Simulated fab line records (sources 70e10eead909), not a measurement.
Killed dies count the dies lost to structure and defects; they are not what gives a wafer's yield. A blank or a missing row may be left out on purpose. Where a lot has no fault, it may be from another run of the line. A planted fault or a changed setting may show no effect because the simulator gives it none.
Matching of chambers	flow nandHarc	NHARC_HYBRID_BOND_ACTIVATE_00 on rieDiel-08 has 4 sister chambers
The step chemistry N2, time 60 s. 4 wafers are shown with their chamber, then 8 later ones without.

## EACH WAFER AND ITS CHAMBER
wafer	chamber	showerheadPlenumPTorr (Torr)
L742.4	1	1.67
L744.5	3	1.81
L746.5	2	1.64
L754.3	0	1.82

## WAFERS MISSING THEIR CHAMBER
wafer	showerheadPlenumPTorr (Torr)
L754.4	1.81
L754.5	1.66
L756.1	1.66
L756.4	1.81
L756.6	1.82
L762.2	1.82
L762.3	1.63
L762.4	1.81

## THE CHAMBER EACH PASSED THROUGH
wafer	from the rows above	in truth
L754.4	can't be placed: 3 or 0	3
L754.5	can't be placed: 1 or 2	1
L756.1	can't be placed: 1 or 2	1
L756.4	can't be placed: 3 or 0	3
L756.6	can't be placed: 0 or 3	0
L762.2	can't be placed: 0 or 3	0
L762.3	2	2
L762.4	can't be placed: 3 or 0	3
Correct placement for 1 of the 8. These rows do not allow placing 7 (true chamber among the candidates in 7). Placed wrongly: 0.
How it was worked out, from the rows above alone: a wafer's distance from a chamber is the root of the sum, over the readings, of the square of ((its reading less the chamber's mean) divided by the reading's scatter). If the next closest chamber is less than 2 further off than the closest, the wafer can't be placed; otherwise it belongs to the closest. The mean given for a chamber averages the wafers shown for that chamber. The scatter (one wafer shown for each chamber): square how far every hidden wafer sits from the nearest shown wafer, average those squares and take the square root.
